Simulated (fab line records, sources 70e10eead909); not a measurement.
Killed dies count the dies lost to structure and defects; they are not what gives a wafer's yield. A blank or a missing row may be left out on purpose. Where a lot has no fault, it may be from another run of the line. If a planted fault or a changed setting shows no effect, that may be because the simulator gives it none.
fab line records	flow nandHarc	part 1 of 2: steps 1 to 24 of 36
record lots=5	wafers=15	lastDay=24
route steps=1159 shown THIN_TSV@1105
lots that met no fault: from a run of the same line without faults
startH: the number of hours between the record's first day and the start of the first shown wafer of the lot	waitH: hours from the lot's prior step to this one	" identical to the entry in the row above	L1.1+2: a single row standing in for several wafers	- either no value or no given start	* or withheld: withheld	< > ~ a bound
route shown NAME@n: a module of which the file shows steps, and the number in the route of the first	usual: average and standard deviation across the fault-free wafers	same: alike in all rows	chamber/n: place in a boat	sites: each site's reading	_std_site: standard deviation of those values	_edge_site: outer sites' mean less inner sites'	radiusMm: how far each site lies from the wafer's centre	mask NAME#n: copy n	behind: tool/chamber where the wafer was last shaped	hold: why the lot went on hold/how many hours it stayed there/how the hold came to an end	device: whichever transistor did not switch (one of n, p or np)	end of line: the same wafers' tests at the end of the route	for a step that has no rows: nothing shown but its recipe	killed: count of dies lost to structure and defects at first sort (not the wafer's yield)	map: per-die view of a wafer (x killed, . not killed, _ where there is no die)
set.NAME: the setting that was run; set.NAME@STEP: the one run at that earlier step	model.NAME: the simulator's own value behind a step, which no gauge read
lots at selected steps of the route; one table per step, one row per wafer
services: a tool's chamber out of use, with start hour (startH, from the record's first day; less than 0 if before it), hours out, and reason
## steps
# step NHARC_THIN_TSV_PRECLEAN_41
# recipe timeS=*	tempC=50	bathAgeMin=0	chemistry=SC1
# usual bathHeatDutyPct=7.2/0.83	nh4ohFlowMLMin=28.28/0.09
lot.wafer	tool	chamber	startH	waitH	bathHeatDutyPct	nh4ohFlowMLMin
L076.2	wetBench-08	4	430.61	0.0	7.1	28.29
L076.6	"	5	"	"	7.1	28.12
L076.4	"	6	"	"	7.5	28.31
L081.4	wetBench-10	3	473.11	0.0	6.9	28.27
L081.6	"	4	"	"	7.7	28.58
L081.1	"	5	"	"	7.0	28.17
L085.1	wetBench-10	0	490.45	0.0	8.9	28.33
L085.3	"	1	"	"	8.4	28.20
L085.2	"	2	"	"	7.2	28.20
L086.1	wetBench-10	0	491.66	0.0	7.9	28.32
L086.5	"	2	"	"	8.6	28.14
L086.3	"	3	"	"	7.0	28.21
L096.4	wetBench-10	3	553.64	0.0	7.5	28.14
L096.2	"	6	"	"	6.0	28.11
L096.1	"	7	"	"	5.7	28.37
# step NHARC_THIN_TSV_SRD_42
lot.wafer	tool	chamber	startH	waitH
L076.2+6+4	wetBench-08	4,5,6	-	-
L081.4+6+1	wetBench-10	3,4,5	-	-
L085.1+3+2	wetBench-10	0,1,2	-	-
L086.1+5+3	wetBench-10	0,2,3	-	-
L096.4+2+1	wetBench-10	3,6,7	-	-
# step NHARC_THIN_TSV_DEP_43
# recipe targetThkA=13285	tempC=withheld	pressureTorr=6.5	rfW=900	teosFlowSccm=161.4	flowSccm=2650	targetThkNm=1328.5	gas=O2	material=SiO2
# usual showerheadVppV=1860/91	throttleValvePct=15.8/0.42
lot.wafer	tool	chamber	startH	waitH	showerheadVppV	throttleValvePct
L076.2	pecvd-01	1	431.00	-	1865	15.7
L076.4	"	0	"	"	1869	15.2
L076.6	"	0	"	"	1831	15.3
L081.1	pecvd-01	2	473.47	-	1679	16.2
L081.4	"	0	"	"	1896	15.2
L081.6	"	2	"	"	1703	16.1
L085.2	pecvd-01	0	490.61	-	1839	15.1
L085.3	"	1	"	"	1843	15.6
L085.1	"	2	"	"	1682	16.0
L086.3	pecvd-01	1	491.82	-	1866	15.7
L086.1	"	2	"	"	1691	16.3
L086.5	"	2	"	"	1706	16.0
L096.2	pecvd-02	2	553.80	-	1935	15.8
L096.1	"	0	"	"	1830	14.8
L096.4	"	2	"	"	1957	15.8
# step NHARC_THIN_TSV_DEHYDRATE_04
# recipe tempC=150	timeS=120
# usual resistLineTempC=22.97/0.11
lot.wafer	tool	chamber	startH	waitH	resistLineTempC
L076.2	lithoTrack-02	0	431.56	0.5	23.04
L076.4	"	0	"	"	22.92
L076.6	"	0	"	"	22.88
L081.1	lithoTrack-03	0	473.79	-	23.08
L081.4	"	0	"	"	23.09
L081.6	"	0	"	"	23.04
L085.1	lithoTrack-05	0	491.02	-	22.99
L085.2	"	0	"	"	22.98
L085.3	"	0	"	"	22.84
L086.1	lithoTrack-05	0	492.22	-	23.15
L086.3	"	0	"	"	23.03
L086.5	"	0	"	"	23.17
L096.1	lithoTrack-03	0	554.20	-	23.17
L096.2	"	0	"	"	23.09
L096.4	"	0	"	"	23.20
# step NHARC_THIN_TSV_HMDS_05
# recipe timeS=30
# usual resistLineTempC=23.00/0.099
lot.wafer	tool	chamber	startH	waitH	resistLineTempC
L076.2	lithoTrack-02	0	-	-	23.04
L076.4	"	0	"	"	23.08
L076.6	"	0	"	"	22.98
L081.1	lithoTrack-03	0	-	-	22.99
L081.4	"	0	"	"	23.04
L081.6	"	0	"	"	23.07
L085.1	lithoTrack-05	0	-	-	23.05
L085.2	"	0	"	"	23.08
L085.3	"	0	"	"	22.94
L086.1	lithoTrack-05	0	-	-	22.93
L086.3	"	0	"	"	22.77
L086.5	"	0	"	"	22.91
L096.1	lithoTrack-03	0	-	-	23.14
L096.2	"	0	"	"	23.05
L096.4	"	0	"	"	23.11
# step NHARC_THIN_TSV_COAT_06
# recipe spinRpm=*
# usual resistLineTempC=23.00/0.11
lot.wafer	tool	chamber	startH	waitH	resistLineTempC
L076.2	lithoTrack-02	0	-	-	22.92
L076.4	"	0	"	"	22.91
L076.6	"	0	"	"	22.88
L081.1	lithoTrack-03	0	-	-	22.88
L081.4	"	0	"	"	22.97
L081.6	"	0	"	"	22.92
L085.1	lithoTrack-05	0	-	-	22.94
L085.2	"	0	"	"	22.94
L085.3	"	0	"	"	23.01
L086.1	lithoTrack-05	0	-	-	22.90
L086.3	"	0	"	"	23.07
L086.5	"	0	"	"	22.97
L096.1	lithoTrack-03	0	-	-	23.19
L096.2	"	0	"	"	23.07
L096.4	"	0	"	"	22.95
# step NHARC_THIN_TSV_SOFTBAKE_07
# recipe tempC=122	timeS=95
# usual resistLineTempC=22.99/0.11
lot.wafer	tool	chamber	startH	waitH	resistLineTempC
L076.2	lithoTrack-02	0	-	-	22.83
L076.4	"	0	"	"	22.86
L076.6	"	0	"	"	22.98
L081.1	lithoTrack-03	0	-	-	23.18
L081.4	"	0	"	"	23.07
L081.6	"	0	"	"	23.04
L085.1	lithoTrack-05	0	-	-	23.03
L085.2	"	0	"	"	22.85
L085.3	"	0	"	"	23.02
L086.1	lithoTrack-05	0	-	-	23.08
L086.3	"	0	"	"	23.00
L086.5	"	0	"	"	22.95
L096.1	lithoTrack-03	0	-	-	23.14
L096.2	"	0	"	"	23.09
L096.4	"	0	"	"	23.04
# step NHARC_THIN_TSV_EBR_08
# usual resistLineTempC=23.01/0.11
lot.wafer	tool	chamber	startH	waitH	resistLineTempC
L076.2	lithoTrack-02	0	-	-	23.05
L076.4	"	0	"	"	22.90
L076.6	"	0	"	"	23.04
L081.1	lithoTrack-03	0	-	-	22.82
L081.4	"	0	"	"	22.90
L081.6	"	0	"	"	22.85
L085.1	lithoTrack-05	0	-	-	23.18
L085.2	"	0	"	"	22.99
L085.3	"	0	"	"	22.75
L086.1	lithoTrack-05	0	-	-	22.83
L086.3	"	0	"	"	23.02
L086.5	"	0	"	"	22.95
L096.1	lithoTrack-03	0	-	-	22.95
L096.2	"	0	"	"	23.25
L096.4	"	0	"	"	23.11
# step NHARC_THIN_TSV_EXPOSE_09
# recipe na=0.55	doseMj=30.7	maskId=TSV
lot.wafer	tool	chamber	startH	waitH	mask
L076.2+4+6	krfScanner-03	0	431.71	-	TSV#0
L081.1+4+6	krfScanner-02	0	474.06	-	TSV#0
L085.1+2+3	krfScanner-01	0	491.17	-	TSV#0
L086.1+3+5	krfScanner-03	0	492.49	-	TSV#0
L096.1+2+4	krfScanner-03	0	554.47	-	TSV#0
# step NHARC_THIN_TSV_PEB_10
# recipe pebTempC=118	pebTimeS=85
# usual resistLineTempC=23.00/0.12
lot.wafer	tool	chamber	startH	waitH	resistLineTempC
L076.2	lithoTrack-03	0	431.78	0.1	22.70
L076.4	"	0	"	"	22.91
L076.6	"	0	"	"	22.84
L081.1	lithoTrack-02	0	474.13	0.1	23.02
L081.4	"	0	"	"	22.99
L081.6	"	0	"	"	23.14
L085.1	lithoTrack-05	0	491.23	0.1	22.96
L085.2	"	0	"	"	22.78
L085.3	"	0	"	"	22.86
L086.1	lithoTrack-03	0	492.56	0.1	23.05
L086.3	"	0	"	"	23.00
L086.5	"	0	"	"	23.03
L096.1	lithoTrack-02	0	554.54	0.1	23.07
L096.2	"	0	"	"	23.01
L096.4	"	0	"	"	23.04
# step NHARC_THIN_TSV_DEVELOP_11
# recipe timeS=70
# usual resistLineTempC=23.00/0.11
lot.wafer	tool	chamber	startH	waitH	resistLineTempC
L076.2	lithoTrack-03	0	-	-	22.89
L076.4	"	0	"	"	22.98
L076.6	"	0	"	"	23.02
L081.1	lithoTrack-02	0	-	-	22.99
L081.4	"	0	"	"	22.81
L081.6	"	0	"	"	22.94
L085.1	lithoTrack-05	0	-	-	23.12
L085.2	"	0	"	"	23.05
L085.3	"	0	"	"	23.02
L086.1	lithoTrack-03	0	-	-	23.28
L086.3	"	0	"	"	23.15
L086.5	"	0	"	"	23.14
L096.1	lithoTrack-02	0	-	-	23.11
L096.2	"	0	"	"	22.95
L096.4	"	0	"	"	23.15
# step NHARC_THIN_TSV_CD_MEAS_12
# recipe targetCdNm=1000	landingEnergyEv=500
# usual cdNm=1000.7/1.6
lot.wafer	tool	chamber	startH	waitH	cdNm
L076.2	cdSem-02	0	431.87	-	1002.6
L076.4	"	0	"	"	1002.7
L076.6	"	0	"	"	1002.6
L081.1	cdSem-01	0	474.22	-	1000.7
L081.4	"	0	"	"	1000.5
L081.6	"	0	"	"	1001.9
L085.1	cdSem-03	0	491.32	-	1002.8
L085.2	"	0	"	"	1002.3
L085.3	"	0	"	"	1003.4
L086.1	cdSem-01	0	492.65	-	1001.0
L086.3	"	0	"	"	1000.5
L086.5	"	0	"	"	1004.1
L096.1	cdSem-03	0	554.63	-	1001.1
L096.2	"	0	"	"	1001.1
L096.4	"	0	"	"	1001.3
# step NHARC_THIN_TSV_HARDBAKE_13
# recipe tempC=125	timeS=80
# usual resistLineTempC=23.00/0.093
lot.wafer	tool	chamber	startH	waitH	resistLineTempC
L076.2	lithoTrack-05	0	431.95	-	23.01
L076.4	"	0	"	"	23.09
L076.6	"	0	"	"	23.03
L081.1	lithoTrack-02	0	474.31	-	23.06
L081.4	"	0	"	"	22.98
L081.6	"	0	"	"	23.00
L085.1	lithoTrack-05	0	491.40	-	22.85
L085.2	"	0	"	"	23.01
L085.3	"	0	"	"	22.92
L086.1	lithoTrack-02	0	492.73	-	23.04
L086.3	"	0	"	"	22.88
L086.5	"	0	"	"	22.85
L096.1	lithoTrack-03	0	554.71	-	23.00
L096.2	"	0	"	"	23.13
L096.4	"	0	"	"	22.91
# step NHARC_THIN_TSV_DESCUM_14
# recipe timeS=3	o2FlowSccm=200	arFlowSccm=0	biasPowerW=0	chemistry=O2
# usual drypumpMotorCurrentA=5.6/0.37	oesProductAu=1.000/0.01	rfVppV=57.7/0.88	showerheadPlenumPTorr=1.89/0.07	throttleValvePct=11.310/0.0092
lot.wafer	tool	chamber	startH	waitH	drypumpMotorCurrentA	oesProductAu	rfHoursCounterH	rfVppV	showerheadPlenumPTorr	throttleValvePct
L076.2	rieDiel-07	3	432.04	-	5.0	1.001	1	58.2	1.94	11.306
L076.6	"	2	"	"	5.2	1.009	-	58.7	1.84	11.319
L076.4	"	3	"	"	5.0	1.001	-	55.3	1.93	11.301
L081.1	rieDiel-01	3	474.39	-	6.0	1.000	11	57.8	1.85	11.303
L081.4	"	0	"	"	5.9	1.000	10	57.1	1.86	11.322
L081.6	"	3	"	"	6.0	1.011	-	58.4	1.85	11.297
L085.3	rieDiel-01	0	491.48	-	5.9	0.991	12	59.2	1.86	11.316
L085.2	"	2	"	"	5.6	0.995	12	57.9	1.92	11.299
L085.1	"	3	"	"	6.0	1.012	13	57.5	1.85	11.333
L086.1	rieDiel-12	1	492.81	-	5.3	1.007	10	59.0	1.89	11.313
L086.3	"	2	"	"	5.2	1.011	10	58.6	1.98	11.307
L086.5	"	1	"	"	5.2	1.020	-	57.9	1.89	11.325
L096.1	rieDiel-07	0	554.79	-	6.0	1.005	8	56.8	1.87	11.317
L096.4	"	1	"	"	5.9	1.012	10	57.7	1.81	11.309
L096.2	"	3	"	"	5.0	1.012	9	57.3	1.93	11.305
# step NHARC_THIN_TSV_ETCH_44
# recipe targetDepthA=15942	timeS=797.1	cf4FlowSccm=150	o2FlowSccm=10	arFlowSccm=0	rfW=300	biasW=800	chemistry=CF4/O2
# usual drypumpMotorCurrentA=5.6/0.37	oesProductAu=0.999/0.011	rfVppV=793/3.9	showerheadPlenumPTorr=1.81/0.06	throttleValvePct=16.914/0.0095
lot.wafer	tool	chamber	startH	waitH	drypumpMotorCurrentA	oesProductAu	rfHoursCounterH	rfVppV	showerheadPlenumPTorr	throttleValvePct
L076.2	rieDiel-07	1	432.28	0.2	5.9	1.017	1	789	1.74	16.923
L076.4	"	2	"	"	5.2	1.005	-	790	1.77	16.907
L076.6	"	3	"	"	5.0	1.004	-	796	1.85	16.930
L081.1	rieDiel-01	0	474.53	0.1	5.9	0.998	10	791	1.78	16.913
L081.4	"	1	"	"	5.3	1.010	10	802	1.95	16.937
L081.6	"	0	"	"	5.9	0.992	-	790	1.78	16.918
L085.1	rieDiel-01	2	491.57	0.1	5.6	0.999	12	795	1.84	16.904
L085.3	"	0	"	"	5.9	1.000	12	791	1.78	16.932
L085.2	"	1	"	"	5.3	1.014	11	801	1.94	16.906
L086.1	rieDiel-12	2	492.95	0.1	5.2	0.997	10	798	1.89	16.918
L086.3	"	3	"	"	6.0	0.996	10	791	1.78	16.899
L086.5	"	1	"	"	5.2	1.003	-	794	1.81	16.926
L096.1	rieDiel-07	2	554.87	0.1	5.2	1.013	10	791	1.77	16.916
L096.4	"	0	"	"	6.0	0.995	9	793	1.80	16.898
L096.2	"	1	"	"	6.0	1.005	10	789	1.74	16.917
# step NHARC_THIN_TSV_ETCH_15
# recipe targetDepthA=30000	boschTargetOveretchCycles=2	boschEtchStepS=2.8	boschDepStepS=1.2	boschCycles=14
# usual drypumpMotorCurrentA=5.8/0.38
lot.wafer	tool	chamber	startH	waitH	drypumpMotorCurrentA	rfHoursCounterH
L076.2	rieSi-06	0	432.85	-	5.2	0.5
L076.6	"	2	"	"	5.7	-
L076.4	"	0	"	"	5.2	-
L081.4	rieSi-05	3	475.06	-	6.2	0.4
L081.1	"	0	"	"	5.8	0.5
L081.6	"	3	"	"	6.2	-
L085.1	rieSi-06	3	492.14	-	5.9	0.5
L085.2	"	1	"	"	6.4	1.2
L085.3	"	2	"	"	5.6	1.0
L086.3	rieSi-06	3	493.46	-	6.0	0.6
L086.1	"	1	"	"	6.5	1.2
L086.5	"	3	"	"	6.0	-
L096.2	rieSi-04	0	555.46	-	6.1	0.8
L096.4	"	1	"	"	5.6	0.7
L096.1	"	2	"	"	5.7	0.7
# step NHARC_THIN_TSV_CD_MEAS_16
# usual cdNm=1000.5/1.7
lot.wafer	tool	chamber	startH	waitH	cdNm
L076.2	cdSem-02	-	432.99	0.1	1002.1
L076.4	"	-	"	"	1002.1
L076.6	"	-	"	"	1001.7
L081.1	cdSem-02	-	475.19	0.1	1001.8
L081.4	"	-	"	"	1000.7
L081.6	"	-	"	"	1003.5
L085.1	cdSem-02	-	492.28	0.1	1003.3
L085.2	"	-	"	"	1003.3
L085.3	"	-	"	"	1003.0
L086.1	cdSem-02	-	493.61	0.1	1001.6
L086.3	"	-	"	"	1001.0
L086.5	"	-	"	"	1005.2
L096.1	cdSem-02	-	555.59	0.1	1000.6
L096.2	"	-	"	"	999.6
L096.4	"	-	"	"	1000.2
# step NHARC_THIN_TSV_STRIP_45
# recipe powerW=1500	tempC=250	chemistry=O2
# usual drypumpMotorCurrentA=5.6/0.44	heaterPowerW=299/42
lot.wafer	tool	chamber	startH	waitH	drypumpMotorCurrentA	heaterPowerW	rfHoursCounterH
L076.2	plasmaAsher-02	0	433.06	0.1	5.2	291	19
L076.4	"	0	"	"	5.3	288	-
L076.6	"	1	"	"	5.8	294	-
L081.1	plasmaAsher-02	1	475.31	0.1	5.9	298	37
L081.4	"	0	"	"	5.3	278	-
L081.6	"	1	"	"	5.9	300	-
L085.2	plasmaAsher-02	1	492.36	0.1	5.8	295	43
L085.1	"	0	"	"	5.3	285	43
L085.3	"	1	"	"	5.8	298	-
L086.1	plasmaAsher-02	1	493.69	0.1	5.8	301	44
L086.3	"	1	"	"	5.8	290	-
L086.5	"	1	"	"	5.8	294	-
L096.1	plasmaAsher-02	1	555.66	0.1	5.8	281	0
L096.2	"	0	"	"	5.3	280	0
L096.4	"	1	"	"	5.8	287	-
# step NHARC_THIN_TSV_STRIP_46
# recipe timeS=1200	tempC=72.5	chemistry=postEtchResidueRemover
# usual bathHeatDutyPct=14.7/1.6
lot.wafer	tool	chamber	startH	waitH	bathHeatDutyPct
L076.6	wetBench-10	4	433.44	0.1	14.4
L076.2	"	5	"	"	14.3
L076.4	"	6	"	"	12.2
L081.4	wetBench-08	5	475.61	0.2	16.9
L081.6	"	0	"	"	15.1
L081.1	"	1	"	"	13.5
L085.3	wetBench-10	6	492.72	0.2	13.0
L085.2	"	0	"	"	17.8
L085.1	"	2	"	"	16.1
L086.1	wetBench-10	4	494.06	0.3	13.5
L086.5	"	5	"	"	13.5
L086.3	"	6	"	"	13.2
L096.1	wetBench-08	3	556.03	0.3	14.4
L096.2	"	4	"	"	14.7
L096.4	"	6	"	"	15.5
# step NHARC_THIN_TSV_DEP_47
# recipe targetThkA=2000	tempC=withheld	pressureTorr=6.5	rfW=900	teosFlowSccm=161.4	flowSccm=2650	targetThkNm=200	gas=O2	material=SiO2
# usual showerheadVppV=1853/93	throttleValvePct=15.9/0.49
lot.wafer	tool	chamber	startH	waitH	showerheadVppV	throttleValvePct
L076.2	pecvd-03	2	433.95	-	1769	16.5
L076.4	"	0	"	"	1999	17.2
L076.6	"	1	"	"	1845	15.9
L081.1	pecvd-01	0	476.16	-	1868	15.5
L081.6	"	2	"	"	1669	16.2
L081.4	"	0	"	"	1840	15.2
L085.1	pecvd-01	1	493.16	-	1852	15.8
L085.3	"	2	"	"	1685	16.2
L085.2	"	0	"	"	1870	15.4
L086.1	pecvd-03	1	494.54	-	1846	15.5
L086.3	"	2	"	"	1798	16.0
L086.5	"	0	"	"	1979	16.4
L096.1	pecvd-03	0	556.46	-	2045	16.7
L096.2	"	1	"	"	1854	15.2
L096.4	"	2	"	"	1793	16.1
# step NHARC_THIN_TSV_ETCHBACK_48
# recipe targetDepthA=10285	overEtchFrac=0.3	timeS=405.17	ionEnergyEv=250	c4f8FlowSccm=withheld	arFlowSccm=withheld	rfW=600	biasW=300	chemistry=C4F8/Ar
# usual oesProductAu=0.94/0.032	rfVppV=545.8/2.8
lot.wafer	tool	chamber	startH	waitH	oesProductAu	rfHoursCounterH	rfVppV
L076.2	rieDiel-12	0	434.30	-	0.91	4	541.0
L076.4	"	1	"	"	0.92	5	547.3
L076.6	"	3	"	"	0.91	-	546.2
L081.1	rieDiel-01	3	476.46	-	0.95	12	545.6
L081.4	"	2	"	"	0.94	11	547.5
L081.6	"	3	"	"	0.94	-	544.2
L085.3	rieDiel-07	0	493.56	-	1.01	5	545.3
L085.2	"	2	"	"	1.00	5	543.6
L085.1	"	3	"	"	0.99	5	547.7
L086.3	rieDiel-12	1	494.97	-	0.93	11	545.7
L086.1	"	2	"	"	0.93	12	549.9
L086.5	"	3	"	"	0.91	-	543.7
L096.2	rieDiel-07	1	556.85	-	0.93	10	541.6
L096.4	"	2	"	"	0.93	10	544.4
L096.1	"	0	"	"	0.92	9	545.6
# step NHARC_THIN_TSV_STRIP_62
# recipe powerW=1500	tempC=250	timeS=20	chemistry=N2/H2
# usual drypumpMotorCurrentA=5.6/0.44	heaterPowerW=298/40
lot.wafer	tool	chamber	startH	waitH	drypumpMotorCurrentA	heaterPowerW	rfHoursCounterH
L076.2	plasmaAsher-01	1	434.64	-	6.1	368	50
L076.4	"	0	"	"	5.1	256	-
L076.6	"	0	"	"	5.1	249	-
L081.1	plasmaAsher-02	0	476.82	-	5.2	284	38
L081.4	"	0	"	"	5.2	291	-
L081.6	"	0	"	"	5.2	279	-
L085.2	plasmaAsher-01	1	493.92	-	6.1	349	10
L085.1	"	0	"	"	5.1	254	10
L085.3	"	1	"	"	6.2	347	-
L086.1	plasmaAsher-01	0	495.27	-	5.1	249	11
L086.3	"	0	"	"	5.1	257	-
L086.5	"	0	"	"	5.1	256	-
L096.2	plasmaAsher-01	0	557.22	-	5.1	254	33
L096.1	"	1	"	"	6.1	355	33
L096.4	"	0	"	"	5.1	248	-
# step NHARC_THIN_TSV_DEGAS_49
# recipe tempC=300	timeS=120
# usual heaterPowerW=459/53
lot.wafer	tool	chamber	startH	waitH	heaterPowerW
L076.4	pvdSputter-02	-	434.82	0.1	464
L076.2	"	-	"	"	349
L076.6	"	-	"	"	454
L081.1	pvdSputter-02	-	476.99	0.1	503
L081.4	"	-	"	"	469
L081.6	"	-	"	"	486
L085.1	pvdSputter-02	-	494.09	0.1	473
L085.2	"	-	"	"	455
L085.3	"	-	"	"	491
L086.1	pvdSputter-02	-	495.43	0.1	472
L086.3	"	-	"	"	343
L086.5	"	-	"	"	346
L096.1	pvdSputter-01	-	557.39	0.1	447
L096.4	"	-	"	"	392
L096.2	"	-	"	"	493
# step NHARC_THIN_TSV_PRE_CLEAN_50
# recipe timeS=30	tempC=280	gas=H2/He
# usual heaterPowerW=404/46
lot.wafer	tool	chamber	startH	waitH	heaterPowerW
L076.4	pvdSputter-02	-	-	-	302
L076.2	"	-	"	"	437
L076.6	"	-	"	"	405
L081.4	pvdSputter-02	-	-	-	433
L081.1	"	-	"	"	404
L081.6	"	-	"	"	441
L085.3	pvdSputter-02	-	-	-	433
L085.2	"	-	"	"	418
L085.1	"	-	"	"	400
L086.1	pvdSputter-02	-	-	-	300
L086.3	"	-	"	"	393
L086.5	"	-	"	"	302
L096.2	pvdSputter-01	-	-	-	405
L096.1	"	-	"	"	429
L096.4	"	-	"	"	404
